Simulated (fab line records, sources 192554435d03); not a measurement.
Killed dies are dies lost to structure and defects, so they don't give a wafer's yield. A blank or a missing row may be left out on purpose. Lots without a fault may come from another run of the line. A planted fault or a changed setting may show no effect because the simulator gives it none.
A struck lot beside a sound one | flow n5_finfet | 15 steps out of a route of 1938
Sound: wafers L581.1, L581.3, L581.6. Struck: wafer L584.3. (L584.6 of the same lot was not struck and is left out.) The cause comes at the end.
At each step with rows: each side's tool, then ch and its chambers, then its first start. Under that, the readings that differ: sound wafers | struck wafers | difference of the means | sigmas: that difference in standard deviations of wafers without a fault.
alike: readings whose means differ by less than 2 such deviations, and words and numbers that are the same on both sides. not compared: withheld readings, readings that some wafer has no value for, bounds like >300 that may hide the same value, and numbers for which the record gives no deviation and whose values overlap.
The two part at a step that has a row with sigmas, a row that says differs or no value, or rows on one side only. Numbers that don't overlap but have no deviation are shown without sigmas and don't part them. A reading that every wafer of one side lacks parts them only if that side has two wafers or more.

first, 8 steps without rows for these wafers: N5_BEOL_M11_COAT_59 (time 60 s, resist thk 100 nm); N5_BEOL_M11_COAT_60 (time 60 s, resist thk 30 nm); N5_BEOL_M11_COAT_05 (resist thk 90 nm); N5_BEOL_M11_EBR_07; N5_BEOL_M11_SOFTBAKE_06 (time 60 s); N5_BEOL_M11_EXPOSE_08 (exposes mask M11); N5_BEOL_M11_PEB_09 (peb time 60 s); N5_BEOL_M11_DEVELOP_10 (develop time 30 s).
N5_BEOL_M11_CD_MEAS_11: target cd 64.1 nm.
  sound on cd_sem-03 ch 0, day 14 11:20; struck on cd_sem-03 ch 0, day 15 09:35
  alike: cd_nm
N5_BEOL_M11_OVL_MEAS_12:
  sound on overlay-02 ch 0, day 14 11:22; struck on overlay-02 ch 0, day 15 09:37
  alike: M11_OVL
N5_BEOL_M11_INSPECT_13: inspects for defects (brightfield).
  sound on defect_inspect-01, day 14 11:23; struck on defect_inspect-01, day 15 09:38
  alike: raw_defect_count
N5_BEOL_M11_DESCUM_16: chemistry O2, time 7.9 s.
  sound on rie_diel-02 ch 0,2, day 14 11:40; struck on rie_diel-02 ch 3, day 15 09:41
  alike: drypump_motor_current_A, oes_product_au, rf_vpp_V, showerhead_plenum_p_Torr, throttle_valve_pct
  not compared: rf_hours_counter_h
N5_BEOL_M11_ETCH_61: etches SiARC in CF4, target depth 39 nm, time 65 s.
  sound on rie_diel-02 ch 0,2, day 14 11:41; struck on rie_diel-02 ch 3, day 15 09:43
  reading               | sound          | struck | difference | sigmas
  etch_rf_on_time_s (s) | 66.2 66.5 66.3 | 106.3  | +40.0      | +31
  alike: drypump_motor_current_A, oes_product_au, rf_vpp_V, showerhead_plenum_p_Torr, throttle_valve_pct
  not compared: rf_hours_counter_h
N5_BEOL_M11_ETCH_62: etches SOC in N2/H2, target depth 110 nm, overetch 22 nm, time 165 s.
  sound on rie_diel-02 ch 0,2, day 14 11:44; struck on rie_diel-02 ch 3, day 15 09:46
  reading                | sound             | struck | difference | sigmas
  throttle_valve_pct (%) | 17.38 17.96 17.95 | 18.39  | +0.63      | +2
  alike: drypump_motor_current_A, h2_flow_sccm, n2_flow_sccm, oes_product_au, rf_vpp_V, showerhead_plenum_p_Torr
  not compared: rf_hours_counter_h
-- the record jumps here: 2 days lie between the struck wafers' starts before and after (it left off in module BEOL_M11 and takes up again in module PASSIVATION, whose first step shown is number 1936 of the route) --
N5_PASSIVATION_PROBE_49:
  sound on prober-01, day 16 08:19; struck on prober-01, day 17 14:02
  reading            | sound    | struck | difference | sigmas
  killed_at_M0_to_M3 | 42 29 26 | 57     | +25        | +3
  alike: defect_limited_yield, killed_at_M4_up, killed_at_contacts, killed_at_front_end, killed_at_other, killed_dies, killed_open, killed_short, sort_bin_5_function, sort_bin_6_memory, sort_n_pass, sort_yield_pct

WHERE THEY PART
First at N5_BEOL_M11_ETCH_61; last, within this record, at N5_PASSIVATION_PROBE_49.

WHY: what the simulator had put in
Process parameter drift: rie_diel-02, from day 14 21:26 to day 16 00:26, at N5_BEOL_M11_ETCH_61. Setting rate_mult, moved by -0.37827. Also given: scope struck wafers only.
